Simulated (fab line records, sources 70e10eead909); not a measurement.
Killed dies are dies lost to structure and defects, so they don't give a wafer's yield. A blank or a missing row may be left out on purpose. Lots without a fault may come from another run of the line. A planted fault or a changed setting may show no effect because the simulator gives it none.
fab line records | flow nand_harc
record lots=12 wafers=36 last_day=24
route steps=1159 shown P_M1@305 P_M2@318 END@1159
lots that met no fault: from a run of the same line without faults
start_h: hours from the record's first day to the start of the lot's first wafer shown | wait_h: hours since the lot's step before | " the same as in the row above | L1.1+2: a row that stands for several wafers | - no value, or no start given | * or withheld: withheld | < > ~ a bound
route shown NAME@n: a module of which the file shows steps, and the number in the route of the first | usual: mean/standard deviation of fault-free wafers | same: alike in all rows | chamber/n: place in a boat | sites: the reading at each site | _std_site: their standard deviation | _edge_site: outer sites' mean less inner sites' | radius_mm: how far each site lies from the wafer's centre | mask NAME#n: copy n | behind: the tool/chamber that last shaped the wafer | hold: why the lot was held/for how many hours/how that ended | device: the transistor (n, p or np) that didn't switch | end of line: the same wafers' tests at the end of the route | a step without rows: its recipe alone | killed: dies lost to structure and defects at the first sort, not the wafer's yield | map: a wafer's dies, x killed, . not, _ none there
set.NAME: the setting as run; set.NAME@STEP: as run at that earlier step | model.NAME: the simulator's own value behind a step, which no gauge read
steps of the route over a sample of lots; a table a step, a row a wafer
services: from which hour (start_h, from the record's first day; less than 0 if before it) a tool's chamber was out of use, for how many hours, and why
## steps
# step NHARC_P_M1_DEGAS_29
# recipe temp_c=250 time_s=60
# usual heater_power_w=327/28
# columns lot.wafer tool chamber start_h wait_h heater_power_w
L290.1 pvd_sputter-02 - 121.19 - 311
L290.3 " - " " 389
L290.5 " - " " 388
L292.4 pvd_sputter-01 - 131.70 - 307
L292.2 " - " " 363
L292.3 " - " " 301
L293.1 pvd_sputter-01 - 141.69 - 310
L293.6 " - " " 367
L293.5 " - " " 294
L294.4 pvd_sputter-02 - 149.45 - 377
L294.6 " - " " 384
L294.5 " - " " 348
L296.4 pvd_sputter-02 - 163.61 - 328
L296.1 " - " " 391
L296.5 " - " " 314
L297.1 pvd_sputter-02 - 164.72 - 312
L297.3 " - " " 387
L297.4 " - " " 321
L304.4 pvd_sputter-01 - 204.72 - 298
L304.2 " - " " 363
L304.6 " - " " 303
L306.1 pvd_sputter-01 - 217.07 - 302
L306.2 " - " " 359
L306.6 " - " " 304
L307.1 pvd_sputter-03 - 217.65 - 308
L307.5 " - " " 306
L307.6 " - " " 320
L305.4 pvd_sputter-01 - 218.21 - 307
L305.2 " - " " 306
L305.1 " - " " 371
L309.3 pvd_sputter-02 - 227.99 - 369
L309.1 " - " " 338
L309.2 " - " " 327
L311.3 pvd_sputter-03 - 248.09 - 328
L311.1 " - " " 284
L311.2 " - " " 322
# step NHARC_P_M1_ANNEAL_31
# recipe temp_c=225 time_s=90
# usual wafer_temp_C_max=225.93/0.24
# columns lot.wafer tool chamber start_h wait_h wafer_temp_C_max
L290.1 rtp_anneal-02 0 121.93 0.3 225.59
L290.3 " 0 " " 225.82
L290.5 " 0 " " 225.81
L292.2 rtp_anneal-01 0 132.70 - 225.82
L292.3 " 0 " " 225.77
L292.4 " 0 " " 226.20
L293.1 rtp_anneal-02 0 142.42 - 226.07
L293.5 " 0 " " 225.80
L293.6 " 0 " " 225.94
L294.4 rtp_anneal-01 0 150.35 0.4 225.65
L294.5 " 0 " " 226.09
L294.6 " 0 " " 226.31
L296.1 rtp_anneal-01 0 164.35 0.3 226.07
L296.4 " 0 " " 226.04
L296.5 " 0 " " 226.07
L297.1 rtp_anneal-01 0 165.46 - 226.14
L297.3 " 0 " " 225.94
L297.4 " 0 " " 226.14
L304.2 rtp_anneal-01 0 205.53 0.4 226.05
L304.4 " 0 " " 226.25
L304.6 " 0 " " 225.88
L306.1 rtp_anneal-02 0 217.80 - 225.35
L306.2 " 0 " " 225.75
L306.6 " 0 " " 225.64
L307.1 rtp_anneal-01 0 218.44 0.4 226.78
L307.5 " 0 " " 225.94
L307.6 " 0 " " 225.99
L305.1 rtp_anneal-02 0 218.99 0.3 225.87
L305.2 " 0 " " 225.91
L305.4 " 0 " " 226.09
L309.1 rtp_anneal-01 0 228.85 0.5 225.94
L309.2 " 0 " " 226.03
L309.3 " 0 " " 226.10
L311.1 rtp_anneal-01 0 248.83 0.3 226.18
L311.2 " 0 " " 225.77
L311.3 " 0 " " 225.72
# step NHARC_P_M2_DEP_00
# recipe target_thk_a=1825 target_thk_nm=182.5 temp_c=withheld pressure_torr=5 flow_sccm=200 rf_w=600 material=SiOC
# columns lot.wafer tool chamber start_h wait_h
L290.1+3+5 pecvd-04 1,0,0 123.50 -
L292.3+2+4 pecvd-04 0,1,0 134.03 -
L293.1+5+6 pecvd-03 0,2,0 143.83 -
L294.6+5+4 pecvd-02 1,2,0 151.72 -
L296.1+5+4 pecvd-04 2,0,1 165.70 -
L297.3+1+4 pecvd-04 0,2,0 166.85 -
L304.2+4+6 pecvd-03 1,0,1 207.71 -
L306.1+2+6 pecvd-02 0,2,2 219.18 -
L307.1+5+6 pecvd-03 1,1,2 219.83 -
L305.1+2+4 pecvd-03 1,2,0 220.39 -
L309.3+2+1 pecvd-02 0,1,2 230.26 -
L311.2+3+1 pecvd-02 0,1,2 250.21 -
# step NHARC_P_M2_INSPECT_11
# usual raw_defect_count=4.3/2.5
# columns lot.wafer tool chamber start_h wait_h raw_defect_count
L290.1 defect_inspect-01 - 124.46 0.0 5
L290.3 " - " " 2
L290.5 " - " " 4
L292.2 defect_inspect-02 - 134.86 0.0 3
L292.3 " - " " 4
L292.4 " - " " 7
L293.1 defect_inspect-01 - 144.74 0.0 4
L293.5 " - " " 1
L293.6 " - " " 8
L294.4 defect_inspect-02 - 152.54 0.0 9
L294.5 " - " " 6
L294.6 " - " " 6
L296.1 defect_inspect-02 - 166.66 0.0 385
L296.4 " - " " 370
L296.5 " - " " 383
L297.1 defect_inspect-02 - 167.81 0.0 365
L297.3 " - " " 387
L297.4 " - " " 385
L304.2 defect_inspect-02 - 208.45 0.0 3
L304.4 " - " " 7
L304.6 " - " " 6
L306.1 defect_inspect-02 - 220.02 0.0 3
L306.2 " - " " 0
L306.6 " - " " 8
L307.1 defect_inspect-01 - 220.78 0.0 7
L307.5 " - " " 2
L307.6 " - " " 2
L305.1 defect_inspect-02 - 221.36 0.0 1
L305.2 " - " " 1
L305.4 " - " " 4
L309.1 defect_inspect-01 - 231.10 0.0 6
L309.2 " - " " 1
L309.3 " - " " 2
L311.1 defect_inspect-02 - 251.16 0.0 8
L311.2 " - " " 5
L311.3 " - " " 7
# step NHARC_P_M2_PVD_21
# recipe target_thk_a=300 chamber_pressure_pa=5 power_w=5000 substrate_temp_c=30 time_s=20.49 material=Cu
# usual throttle_valve_pct=29.9/0.83
# columns lot.wafer tool chamber start_h wait_h throttle_valve_pct
L290.1 pvd_sputter-03 - - - 28.9
L290.3 " - " " 30.5
L290.5 " - " " 28.8
L292.3 pvd_sputter-03 - - - 30.1
L292.4 " - " " 28.8
L292.2 " - " " 28.9
L293.1 pvd_sputter-01 - - - 31.7
L293.6 " - " " 30.1
L293.5 " - " " 31.7
L294.4 pvd_sputter-01 - - - 30.3
L294.5 " - " " 30.2
L294.6 " - " " 30.1
L296.1 pvd_sputter-02 - - - 30.1
L296.4 " - " " 29.9
L296.5 " - " " 31.2
L297.3 pvd_sputter-03 - - - 28.7
L297.4 " - " " 30.6
L297.1 " - " " 28.7
L304.4 pvd_sputter-02 - - - 30.1
L304.2 " - " " 29.1
L304.6 " - " " 30.1
L306.2 pvd_sputter-03 - - - 30.5
L306.1 " - " " 28.9
L306.6 " - " " 30.4
L307.1 pvd_sputter-01 - - - 29.7
L307.6 " - " " 30.6
L307.5 " - " " 30.3
L305.2 pvd_sputter-01 - - - 29.6
L305.4 " - " " 30.2
L305.1 " - " " 30.6
L309.2 pvd_sputter-03 - - - 28.6
L309.3 " - " " 30.6
L309.1 " - " " 30.1
L311.1 pvd_sputter-01 - - - 29.8
L311.2 " - " " 31.0
L311.3 " - " " 30.7
# step NHARC_END_SORT_01
# recipe temp_c=25
# usual defect_limited_yield=95.5/1.4 killed_at_array=27/9.8 killed_at_other=0.6/0.83 killed_at_periphery=3.5/2.4 killed_dies=31/9.6 killed_open=3.1/1.9 killed_short=2.0/1.5 sort_bin_2_pct=1.4/0.6 sort_bin_3_pct=0.26/0.23 sort_bin_4_pct=2.8/0.89 sort_n_pass=646/9.6 sort_rim_yield_pct=96.6/2.5 sort_yield_pct=95.5/1.4
# same gross_dies=677 sort_bin_5_pct[%]=0 sort_bin_6_pct[%]=0 sort_bin_7_pct[%]=0 sort_bin_8_pct[%]=0 sort_rim_n_gross=106.00
# columns lot.wafer tool chamber start_h wait_h defect_limited_yield[%] killed_at_array killed_at_other killed_at_periphery killed_dies killed_open killed_short sort_bin_2_pct[%] sort_bin_3_pct[%] sort_bin_4_pct[%] sort_n_pass sort_rim_yield_pct[%] sort_yield_pct[%]
L292.2 prober-01 0 467.22 2.8 96.8 19 0 3 22 4 0 1.0 0.15 2.1 655 98.1 96.8
L292.3 prober-01 0 468.02 3.1 96.5 22 0 2 24 1 1 1.0 0.30 2.2 653 98.1 96.5
L292.4 prober-01 0 468.81 3.4 97.2 12 0 7 19 3 0 0.7 0.15 1.9 658 96.2 97.2
L297.1 prober-02 0 490.06 2.5 83.8 29 1 80 110 2 0 7.5 2.51 6.2 567 93.4 83.8
L297.3 prober-02 0 491.66 3.1 85.1 20 1 80 101 1 0 5.9 2.81 6.2 576 99.1 85.1
L297.4 prober-02 0 492.45 3.4 82.9 29 0 87 116 3 2 7.4 2.81 6.9 561 96.2 82.9
L296.1 prober-01 0 497.49 2.5 85.5 18 1 79 98 4 4 6.4 2.51 5.6 579 93.4 85.5
L296.4 prober-01 0 499.89 3.4 85.5 23 1 74 98 4 4 6.8 2.36 5.3 579 85.8 85.5
L296.5 prober-01 0 500.68 3.7 82.4 26 2 91 119 3 3 7.4 4.43 5.8 558 93.4 82.4
L304.2 prober-02 0 539.56 2.8 95.3 26 0 6 32 4 3 1.2 0.30 3.2 645 86.8 95.3
L304.4 prober-02 0 541.17 3.4 95.0 29 2 3 34 2 4 1.5 0.30 3.2 643 96.2 95.0
L304.6 prober-02 0 542.78 4.0 94.1 34 2 4 40 4 1 2.5 0.15 3.2 637 98.1 94.1
# killed by level:class
L292.2 A_CHANNEL_HOLE_D1:chamber_film_flake=13 P_ZERO_WELL:chamber_film_flake=3 A_BLC:geometric_particle:open=2 A_WL_FILL:geometric_particle:open=1 A_CONTACT:geometric_particle:open=1 A_STAIRCASE:chamber_film_flake=1 A_CONTACT:chamber_film_flake=1
L292.3 A_CHANNEL_HOLE_D1:chamber_film_flake=13 A_STAIRCASE:chamber_film_flake=2 A_SLIT:chamber_film_flake=2 A_CONTACT:chamber_film_flake=2 A_ONON_D1:geometric_particle:open=1 A_WL_FILL:geometric_particle:short=1 P_ZERO_WELL:chamber_film_flake=1 P_GATE:chamber_film_flake=1
L292.4 A_CHANNEL_HOLE_D1:chamber_film_flake=5 A_STAIRCASE:chamber_film_flake=4 P_ZERO_WELL:chamber_film_flake=3 P_STI:geometric_particle:open=1 P_GATE:geometric_particle:open=1 A_ONON_D1:geometric_particle:open=1 P_STI:chamber_film_flake=1 P_GATE:chamber_film_flake=1
L297.1 P_M2:unspecified=79 A_CHANNEL_HOLE_D1:chamber_film_flake=13 A_STAIRCASE:chamber_film_flake=5 A_CONTACT:chamber_film_flake=4 A_BLC:chamber_film_flake=4 P_M1:geometric_particle:open=1 A_CONTACT:geometric_particle:open=1 A_ZERO_WELL:chamber_film_flake=1
L297.3 P_M2:unspecified=76 A_CHANNEL_HOLE_D1:chamber_film_flake=7 A_STAIRCASE:chamber_film_flake=6 A_CHANNEL_FILL_D1:chamber_film_flake=4 P_M0:chamber_film_flake=3 A_CHANNEL_FILL_D1:geometric_particle:open=1 P_ZERO_WELL:chamber_film_flake=1 A_CONTACT:chamber_film_flake=1
L297.4 P_M2:unspecified=82 A_CHANNEL_HOLE_D1:chamber_film_flake=17 P_M0:chamber_film_flake=3 A_STAIRCASE:chamber_film_flake=3 A_CHANNEL_FILL_D1:geometric_particle:short=2 A_ZERO_WELL:chamber_film_flake=2 A_CHANNEL_FILL_D1:chamber_film_flake=2 A_CONTACT:chamber_film_flake=2
L296.1 P_M2:unspecified=75 A_STAIRCASE:chamber_film_flake=4 A_CONTACT:chamber_film_flake=4 A_SLIT:chamber_film_flake=2 A_BLC:chamber_film_flake=2 P_GATE:geometric_particle:open=1 P_CONTACT:geometric_particle:open=1 P_M0:geometric_particle:short=1
L296.4 P_M2:unspecified=73 A_SLIT:chamber_film_flake=9 A_ONON_D1:geometric_particle:short=4 A_STAIRCASE:chamber_film_flake=3 A_ONON_D1:geometric_particle:open=2 A_CONTACT:chamber_film_flake=2 P_GATE:geometric_particle:open=1 A_M0:geometric_particle:open=1
L296.5 P_M2:unspecified=86 A_SLIT:chamber_film_flake=11 A_CONTACT:chamber_film_flake=5 A_CHANNEL_HOLE_D1:chamber_film_flake=3 A_STAIRCASE:chamber_film_flake=3 P_GATE:chamber_film_flake=2 THIN_TSV:chamber_film_flake=2 P_STI:geometric_particle:short=1
L304.2 A_SLIT:chamber_film_flake=11 P_M0:chamber_film_flake=4 A_CONTACT:chamber_film_flake=4 A_STAIRCASE:chamber_film_flake=2 A_WL_FILL:chamber_film_flake=2 P_GATE:geometric_particle:open=1 P_CONTACT:geometric_particle:open=1 A_CHANNEL_FILL_D1:geometric_particle:short=1
L304.4 A_SLIT:chamber_film_flake=16 A_CHANNEL_HOLE_D1:chamber_film_flake=3 A_CONTACT:chamber_film_flake=3 A_WL_FILL:geometric_particle:short=2 THIN_TSV:chamber_film_flake=2 P_CONTACT:geometric_particle:short=1 P_M0:geometric_particle:open=1 A_ONON_D1:geometric_particle:short=1
L304.6 A_SLIT:chamber_film_flake=19 A_CHANNEL_HOLE_D1:chamber_film_flake=4 A_CONTACT:chamber_film_flake=4 P_GATE:chamber_film_flake=2 A_STAIRCASE:chamber_film_flake=2 THIN_TSV:chamber_film_flake=2 P_M2:geometric_particle:short=1 A_CHANNEL_FILL_D1:geometric_particle:open=1
## services
# columns tool chamber start_h hours kind
pvd_sputter-03 - 102.00 10.0 pm
pecvd-03 - 111.15 13.0 pm
pecvd-03 0 111.15 13.0 vent_cycle
pecvd-03 1 111.15 13.0 vent_cycle
pecvd-03 2 111.15 13.0 vent_cycle
pecvd-03 0 124.15 - clean
pecvd-03 1 124.15 - clean
pecvd-03 2 124.15 - clean
pvd_sputter-02 - 125.19 1.9 repair
pecvd-02 - 153.07 13.0 pm
pecvd-02 0 153.07 13.0 vent_cycle
pecvd-02 1 153.07 13.0 vent_cycle
pecvd-02 2 153.07 13.0 vent_cycle
pecvd-02 0 166.07 - clean
pecvd-02 1 166.07 - clean
pecvd-02 2 166.07 - clean
pvd_sputter-01 - 175.48 5.0 repair
pvd_sputter-03 - 176.54 1.5 repair
pecvd-04 - 195.11 13.0 pm
pvd_sputter-02 - 199.40 1.1 repair
pvd_sputter-02 - 214.00 10.0 pm
pecvd-03 1 230.01 7.7 repair
pvd_sputter-02 - 232.15 3.7 repair
pvd_sputter-02 - 250.75 45.5 repair
## key
first_sign step=NHARC_P_M2_INSPECT_11 reading=raw_defect_count direction=up sigmas=99+ usual=4.3 struck=379.2
effect step=NHARC_END_SORT_01 reading=killed_at_periphery direction=up sigmas=32 usual=3.5 struck=81.8
more_kills_born_at NHARC_P_M2_DEP_00@pecvd-04=471
met_at NHARC_P_M2_DEP_00
struck_lots L296,L297
not_acting_at NHARC_P_M1_DEGAS_29,NHARC_P_M1_ANNEAL_31,NHARC_P_M2_PVD_21
onset_between 134.03 165.70
fault kind=chamber_particle_source tool=pecvd-04 chamber=- onset_h=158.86 steps=NHARC_P_M2_DEP_00 rate_per_visit_cm2=0.57317 end_h=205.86
